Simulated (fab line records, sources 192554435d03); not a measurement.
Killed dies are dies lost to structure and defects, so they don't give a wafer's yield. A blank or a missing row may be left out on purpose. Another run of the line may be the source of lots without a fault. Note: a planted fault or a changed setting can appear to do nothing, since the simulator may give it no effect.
fab line records ; flow n5_finfet
record lots=4; wafers=12; last_day=16
route steps=1938 shown MOL_CONTACT_COAG@620 BEOL_M0_SAQP@632 BEOL_M0@726 BEOL_M4@1111 PASSIVATION@1936
lots that met no fault: taken from a fault-free run of the same line
start_h: hours from the record's opening day to when the first of the lot's shown wafers began ; wait_h: hours elapsed since this lot's preceding step ; " as in the row above ; L1.1+2: several wafers, shown together as one row ; - no value present, or no start provided ; * or withheld: withheld ; < > ~ a bound
route shown NAME@n: names a module that has steps shown in the file, with the first one's number in the route ; usual: mean/standard deviation taken from wafers without a fault ; same: alike in all rows ; chamber/n: place in a boat ; sites: readings site by site ; _std_site: standard deviation across them ; _edge_site: the outer-site mean with the inner-site mean subtracted ; radius_mm: for every site, how far away it sits from the centre of the wafer ; mask NAME#n: copy n ; behind: tool/chamber where the wafer was last shaped ; hold: the reason the lot was held/the length of the hold in hours/how it ended ; device: whichever transistor did not switch (one of n, p or np) ; end of line: at the end of the route, the tests of the same wafers ; a step given without rows: its recipe and nothing more ; killed: dies lost to structure and defects at the first sort, not the wafer's yield ; map: dies across one wafer; x = killed, . = not, _ = none there
set.NAME: setting as actually run; set.NAME@STEP: the setting as run at that earlier step ; model.NAME: the simulator's own value behind a step, which no gauge read
lots seen at some steps along the route; tables by step, rows by wafer
services: a tool's chamber out of use, with start hour (start_h, from the record's first day; less than 0 if before it), hours out, and reason
## steps
# step N5_MOL_CONTACT_COAG_PRECLEAN_138
# recipe chemistry=alkaline_clean; temp_c=60; time_s=60; do_ppb=50
# step N5_MOL_CONTACT_COAG_SRD_139
# recipe dry=ipa_marangoni; time_s=30; temp_c=23; rinse_liquid=diw
# step N5_MOL_CONTACT_COAG_PRE_CLEAN_121
# recipe gas=H2/He; time_s=*; temp_c=withheld
# step N5_MOL_CONTACT_COAG_CVD_140
# recipe material=W; target_thk_a=665; mode=selective_fill; temp_c=300; time_s=215
# step N5_MOL_CONTACT_COAG_PRECLEAN_127
# recipe chemistry=DIW; time_s=57.5; temp_c=23
# step N5_MOL_CONTACT_COAG_SRD_128
# recipe dry_time_s=32; dry=n2_spin; spin_rpm=1500
# step N5_MOL_CONTACT_COAG_CMP_52
# recipe stop_on=SiO2; t_overpolish_s=1.5; post_cmp_clean=w_dilute_nh4oh; down_force_psi=4; platen_rpm=50.289; pad_velocity_m_s=1.0006; target_thk_nm=66.5
# step N5_MOL_CONTACT_COAG_ANNEAL_112
# recipe temp_c=400; time_s=1800; ambient=HPD2; pressure_atm=10
# step N5_BEOL_M0_SAQP_PECVD_00
# recipe material=SiCN; target_thk_a=80; temp_c=withheld; precursor=3MS/NH3; pressure_torr=3; rf_w=202; time_s=14
# usual showerhead_plenum_p_Torr=3.667/0.0059; throttle_valve_pct=9.2/0.66
lot.wafer;tool;chamber;start_h;wait_h;showerhead_plenum_p_Torr;since_wet_clean_h;throttle_valve_pct;model.SiCN_of_BEOL_M0_SAQP_PECVD_00.thk_nm
L496.2;pecvd-01;2;113.17;0.2;3.661;227;8.0;8.2
L496.4;pecvd-01;0;113.17;0.2;3.673;-;9.5;8.2
L496.5;pecvd-01;2;113.17;0.2;3.659;-;8.1;8.2
L508.3;pecvd-03;1;189.52;0.1;3.680;-;10.1;8.2
L508.4;pecvd-03;0;189.52;0.1;3.671;-;9.6;8
L508.5;pecvd-03;0;189.52;0.1;3.674;-;9.7;8
L511.1;pecvd-01;1;201.11;0.2;3.666;1811;9.4;4.4
L511.2;pecvd-01;2;201.11;0.2;3.678;315;8.0;4.4
L511.6;pecvd-01;0;201.11;0.2;3.669;-;9.6;4.4
L512.1;pecvd-01;1;209.99;0.2;3.665;1820;9.4;4.6
L512.3;pecvd-01;2;209.99;0.2;3.677;324;8.1;4.8
L512.5;pecvd-01;1;209.99;0.2;3.667;-;9.2;4.6
# step N5_BEOL_M0_SAQP_ILD_DEP_01
# recipe material=SiOC; target_thk_a=454.19; temp_c=350; precursor=DEMS/O2; pressure_torr=5; rf_w=500; time_s=8.7
# step N5_BEOL_M0_SAQP_HM_DEP_02
# recipe material=TiN; target_thk_a=120; temp_c=25; chamber_pressure_pa=0.49996
# step N5_BEOL_M0_SAQP_PECVD_03
# recipe material=SiCN; target_thk_a=120; temp_c=withheld; precursor=3MS/NH3; pressure_torr=3; rf_w=202; time_s=21.1
# step N5_BEOL_M0_SAQP_PECVD_96
# recipe material=a-Si; target_thk_a=450; temp_c=350; precursor=SiH4/He; pressure_torr=3; rf_w=100; time_s=45.2
# step N5_BEOL_M0_SAQP_PECVD_97
# recipe material=SiNx; target_thk_a=230; temp_c=350; precursor=SiH4/NH3/N2; pressure_torr=1.5; rf_w=300; time_s=19.9
# step N5_BEOL_M0_SAQP_PECVD_04
# recipe material=a-Si; target_thk_a=600; temp_c=350; precursor=SiH4/He; pressure_torr=3; rf_w=100; time_s=60.2
# step N5_BEOL_M0_SAQP_HM_DEP_111
# recipe material=SiO2; target_thk_a=120; temp_c=400; precursor=SiH4/N2O; pressure_torr=0.75; rf_w=275; time_s=7.2
# step N5_BEOL_M0_SAQP_COAT_81
# recipe resist=SOC; temp_c=250; time_s=60; spin_rpm=1500; resist_thk_nm=100
# step N5_BEOL_M0_SAQP_COAT_82
# recipe resist=SiARC; temp_c=220; time_s=60; spin_rpm=1500; resist_thk_nm=30
# step N5_BEOL_M0_SAQP_COAT_08
# recipe resist=CAR-ArF; spin_rpm=1500; resist_thk_nm=90
# step N5_BEOL_M0_SAQP_EBR_10
# recipe solvent=PGMEA; ebr_width_mm=1.5
# step N5_BEOL_M0_SAQP_SOFTBAKE_09
# recipe temp_c=110; time_s=60; resist=CAR-ArF
# step N5_BEOL_M0_SAQP_EXPOSE_11
# recipe mask_id=M0_CORE; na=1.35; source_shape=dipole; sigma_inner=0.538; sigma_outer=0.738; polarization=te; target_cd_nm=42; dose_mj=55
# step N5_BEOL_M0_SAQP_PEB_12
# recipe peb_temp_c=withheld; peb_time_s=60; resist=CAR-ArF
# step N5_BEOL_M0_SAQP_DEVELOP_13
# recipe develop_time_s=30; developer=TMAH; resist=CAR-ArF; dev_temp_c=23; rinse_liquid=diw; dry=air_spin
# step N5_BEOL_M0_SAQP_DESCUM_19
# recipe chemistry=O2; time_s=7.9; source_power_w=50; bias_power_w=20; pressure_mtorr=20; rf_frequency_hz=2.712e+07; temp_c=40; resist=CAR-ArF; o2_flow_sccm=225
# step N5_BEOL_M0_SAQP_ETCH_83
# recipe chemistry=CF4; target=SiARC; target_depth_a=390; mask_material=CAR-ArF; time_s=65; ion_energy_ev=80; pressure_mtorr=40; source_w=545; bias_w=36; Ar_flow_sccm=100; cf4_flow_sccm=100; ends=cleared
# step N5_BEOL_M0_SAQP_ETCH_84
# recipe chemistry=N2/H2; target=SOC; target_depth_a=1000; overetch_a=200; mask_material=SiARC; temp_c=40; time_s=150; ion_energy_ev=200; pressure_mtorr=30; source_w=840; bias_w=150; n2_flow_sccm=200; h2_flow_sccm=200
# step N5_BEOL_M0_SAQP_STRIP_80
# recipe chemistry=N2/H2; temp_c=40; n2_flow_sccm=200; h2_flow_sccm=200; rf_frequency_hz=6e+07
# step N5_BEOL_M0_SAQP_HM_OPEN_112
# recipe chemistry=CHF3/O2; target=SiO2; stop_on=a-Si; target_depth_a=120; over_etch_frac=1.25; mask_material=SOC; time_s=13.5; pressure_mtorr=30; source_w=650; bias_w=170; Ar_flow_sccm=200; CHF3_flow_sccm=50; O2_flow_sccm=5; ion_energy_ev=200; ends=end_point
# step N5_BEOL_M0_SAQP_STRIP_113
# recipe chemistry=CHF3/O2; resist=SiARC; rf_frequency_hz=6e+07
# step N5_BEOL_M0_SAQP_MANDREL_ETCH_20
# recipe target_depth_a=600; chemistry=HBr/Cl2; target=a-Si; stop_on=SiNx; bt_time_s=10; mask_material=SOC; over_etch_frac=0.5; time_s=30; pressure_mtorr=10; icp_w=800; bias_w=75; HBr_flow_sccm=150; Cl2_flow_sccm=80; ends=end_point
# step N5_BEOL_M0_SAQP_STRIP_86
# recipe chemistry=N2/H2; power_w=500; temp_c=40; pressure_mtorr=50; rf_frequency_hz=6e+07; overash_fraction=0.3; bias_power_w=28; h2_frac=0.5; n2_flow_sccm=300; h2_flow_sccm=300
# step N5_BEOL_M0_SAQP_STRIP_115
# recipe chemistry=post_etch_residue_remover; time_s=60; temp_c=25; remover_ph=withheld; remover_water_wt_pct=withheld; remover_fluoride_wt_pct=withheld
# step N5_BEOL_M0_SAQP_SRD_93
# recipe dry=ipa_marangoni; time_s=30; temp_c=23; rinse_liquid=diw
# step N5_BEOL_M0_ETCH_109
# recipe chemistry=CH3F/O2; target_depth_a=80; overetch_a=24; target=SiCN; time_s=27.4; ion_energy_ev=120; pressure_mtorr=30; source_w=395; bias_w=75; Ar_flow_sccm=150; CH3F_flow_sccm=30; O2_flow_sccm=20
# usual drypump_motor_current_A=5.7/0.44; oes_product_au=0.68/0.077; rf_vpp_V=297.9/1.8; showerhead_plenum_p_Torr=2.03/0.078; throttle_valve_pct=16.31/0.26
lot.wafer;tool;chamber;start_h;wait_h;drypump_motor_current_A;oes_product_au;rf_hours_counter_h;rf_vpp_V;showerhead_plenum_p_Torr;throttle_valve_pct;model.etch.depth_nm
L496.2;rie_diel-06;0;123.09;0.0;5.8;0.61;211;296.7;1.97;16.66;8.153
L496.4;rie_diel-06;1;123.09;0.0;5.9;0.60;232;295.4;1.89;16.86;8.245
L496.5;rie_diel-06;3;123.09;0.0;5.7;0.80;-;300.0;2.13;16.07;8.283
L508.3;rie_diel-06;3;203.27;0.1;5.7;0.75;44;299.6;2.12;16.13;8.165
L508.4;rie_diel-06;2;203.27;0.1;5.1;0.61;-;295.0;1.90;16.65;8.079
L508.5;rie_diel-06;3;203.27;0.1;5.7;0.74;-;301.8;2.12;16.14;8.079
L511.1;rie_diel-05;0;210.31;0.1;5.9;0.56;37;295.9;1.95;15.91;4.336
L511.2;rie_diel-05;3;210.31;0.1;4.8;0.46;209;298.4;2.06;16.39;4.448
L511.6;rie_diel-05;2;210.31;0.1;5.5;0.56;-;301.0;2.13;16.12;4.368
L512.1;rie_diel-02;3;220.69;0.0;5.8;0.43;250;294.9;1.96;16.44;4.572
L512.3;rie_diel-02;0;220.69;0.0;6.4;0.49;189;297.3;1.99;16.16;4.782
L512.5;rie_diel-02;0;220.69;0.0;6.3;0.48;-;297.6;1.99;16.17;4.616
# step N5_BEOL_M0_RS_MEAS_126
# recipe thk_meas_gauge=four-point-probe; reads=Co_of_BEOL_M0_CO_CAP_123+Cu_of_BEOL_M0_ECD_118+Co_of_BEOL_M0_CVD_115+TaN_of_BEOL_M0_ALD_136
# usual M0_RS=0.526/0.017
lot.wafer;tool;chamber;start_h;wait_h;M0_RS[ohm/sq]
L496.2;film_metro-02;-;126.10;0.1;0.518
L496.4;film_metro-02;-;126.10;0.1;0.509
L496.5;film_metro-02;-;126.10;0.1;0.508
L508.3;film_metro-01;-;206.38;0.1;0.541
L508.4;film_metro-01;-;206.38;0.1;0.524
L508.5;film_metro-01;-;206.38;0.1;0.549
L511.1;film_metro-01;-;213.64;0.0;0.614
L511.2;film_metro-01;-;213.64;0.0;0.610
L511.6;film_metro-01;-;213.64;0.0;0.588
L512.1;film_metro-02;-;222.85;0.0;0.580
L512.3;film_metro-02;-;222.85;0.0;0.600
L512.5;film_metro-02;-;222.85;0.0;0.592
# step N5_BEOL_M4_RC_MEAS_101
# usual DIBL_N=35.9/1.4; DIBL_P=35.9/1.7; IOFF_N=0.155/0.023; IOFF_P=0.201/0.029; ION_N=672/8.8; ION_P=460/7; SS_N=71.6/0.48; SS_P=73.1/0.64; VT_N=250.0/3; VT_P=-251.6/3
lot.wafer;tool;chamber;start_h;wait_h;DIBL_N[mV/V];DIBL_P[mV/V];IOFF_N[nA/um];IOFF_P[nA/um];ION_N[uA/um];ION_P[uA/um];SS_N[mV/dec];SS_P[mV/dec];VT_N[mV];VT_P[mV]
L496.2;prober-02;0;173.10;0.2;35.9;35.7;0.154;0.217;671;463;71.3;72.8;249.9;-249.3
L496.4;prober-02;0;173.10;0.2;37.4;38.3;0.190;0.258;680;468;71.8;72.9;246.4;-244.6
L496.5;prober-02;0;173.10;0.2;35.1;34.7;0.142;0.203;663;465;71.0;72.5;253.2;-247.8
L508.3;prober-02;0;249.19;0.3;38.1;36.6;0.178;0.243;694;474;71.7;73.1;244.7;-246.3
L508.4;prober-02;0;249.19;0.3;37.1;35.4;0.162;0.222;675;465;71.7;73.0;247.2;-249.9
L508.5;prober-02;0;249.19;0.3;35.4;34.6;0.144;0.210;684;472;70.8;72.4;251.5;-248.4
L511.1;prober-01;0;269.18;0.0;39.0;37.0;0.170;0.219;675;459;72.4;73.6;247.8;-255.0
L511.2;prober-01;0;269.18;0.0;37.8;35.2;0.148;0.186;671;450;70.7;73.0;252.3;-253.5
L511.6;prober-01;0;269.18;0.0;39.6;38.5;0.191;0.237;684;463;72.0;74.2;247.0;-248.9
L512.1;prober-02;0;275.34;0.0;37.0;37.2;0.169;0.215;691;466;71.7;73.4;248.9;-250.8
L512.3;prober-02;0;275.34;0.0;36.5;36.3;0.147;0.201;675;464;71.2;73.2;250.6;-250.9
L512.5;prober-02;0;275.34;0.0;35.7;34.7;0.131;0.173;669;459;71.8;72.3;254.2;-253.4
# step N5_PASSIVATION_PROBE_49
# usual defect_limited_yield=91.7/1.5; killed_at_M0_to_M3=30/8.6; killed_at_M4_up=12/4.5; killed_at_contacts=13/5.8; killed_at_front_end=38/11; killed_at_other=4/3; killed_dies=97/17; killed_open=63/12; killed_short=32/8.8; sort_bin_5_function=4.8/0.91; sort_bin_6_memory=3.1/0.68; sort_n_pass=1083/17; sort_yield_pct=91.7/1.5
# same gross_dies=1180; killed_at_back_side=0; sort_bin_4_leakage[%]=0; sort_bin_8_speed[%]=0
lot.wafer;tool;chamber;start_h;wait_h;defect_limited_yield[%];killed_at_M0_to_M3;killed_at_M4_up;killed_at_contacts;killed_at_front_end;killed_at_other;killed_dies;killed_open;killed_short;sort_bin_5_function[%];sort_bin_6_memory[%];sort_n_pass;sort_yield_pct[%]
L512.1;prober-02;-;385.12;0.0;92.5;18;9;7;52;3;89;55;34;4.4;2.7;1091;92.5
L512.3;prober-02;-;385.22;0.1;90.3;25;12;9;59;10;115;79;35;5.2;4.3;1065;90.3
L512.5;prober-02;-;385.32;0.2;90.5;43;15;4;44;6;112;77;34;5.9;3.2;1068;90.5
# killed by level:class
L512.1 FIN_SAQP:geometric_particle:open=12 STI_FIN_REVEAL:geometric_particle:open=7 GATE_CUT:geometric_particle:open=7 STARTING-WAFER:geometric_particle:short=6 GATE_CUT:geometric_particle:short=5 MOL_CONTACT_COAG:geometric_particle:open=5 BEOL_M0_SAQP:geometric_particle:short=5 BEOL_M2:geometric_particle:open=4
L512.3 FIN_SAQP:geometric_particle:open=16 STI_FIN_REVEAL:geometric_particle:open=11 BEOL_M0_SAQP:geometric_particle:short=8 DUMMY_GATE:geometric_particle:open=7 GATE_CUT:geometric_particle:open=6 MOL_CONTACT_COAG:geometric_particle:open=6 BEOL_M3:geometric_particle:open=6 BEOL_M4:geometric_particle:open=6
L512.5 BEOL_M0_SAQP:geometric_particle:short=15 BEOL_M0_SAQP:geometric_particle:open=10 FIN_SAQP:geometric_particle:short=8 BEOL_M4:geometric_particle:open=8 STI_FIN_REVEAL:geometric_particle:open=8 BEOL_M2:geometric_particle:open=8 FIN_SAQP:geometric_particle:open=7 BEOL_M3:geometric_particle:open=6
## services
tool;chamber;start_h;hours;kind
rie_diel-05;0;97.85;-;clean
rie_diel-05;0;97.85;-;consumable_replace:focus_ring
rie_diel-05;0;97.85;20.0;scheduled_down
rie_diel-05;0;97.85;20.0;vent_cycle
rie_diel-06;1;99.50;6.9;repair
pecvd-03;1;118.11;-;calibration
rie_diel-05;2;118.45;-;clean
rie_diel-05;2;118.45;-;consumable_replace:focus_ring
rie_diel-05;2;118.45;-;consumable_replace:showerhead
rie_diel-05;2;118.45;17.9;scheduled_down
rie_diel-05;2;118.45;17.9;vent_cycle
pecvd-01;-;146.33;0.9;repair
rie_diel-06;1;170.03;-;clean
rie_diel-06;1;170.03;-;consumable_replace:focus_ring
rie_diel-06;1;170.03;-;consumable_replace:showerhead
rie_diel-06;1;170.03;12.2;scheduled_down
rie_diel-06;1;170.03;12.2;vent_cycle
pecvd-03;2;185.47;8.2;repair
pecvd-03;-;193.15;14.6;pm
rie_diel-06;0;200.31;15.8;repair
## key
first_sign step=N5_BEOL_M0_RS_MEAS_126; reading=M0_RS; direction=up; sigmas=4.2; usual=0.526; struck=0.597
effect none on later readings
model_effect step=N5_BEOL_M0_SAQP_PECVD_00; value=SiCN_of_BEOL_M0_SAQP_PECVD_00.thk_nm; without=8.033; struck=4.533
model_effect step=N5_BEOL_M0_ETCH_109; value=etch.depth_nm; without=8.021; struck=4.52
met_at N5_BEOL_M0_SAQP_PECVD_00
struck_wafers L511.1,L511.2,L511.6,L512.1,L512.3,L512.5
onset_between 113.17 201.11
also_fits time
fault kind=process_parameter_drift; tool=pecvd-01; chamber=-; onset_h=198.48; steps=N5_BEOL_M0_SAQP_PECVD_00; channel=time_s; offset=*; shape=step; end_h=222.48; acts_in=*; stated=*
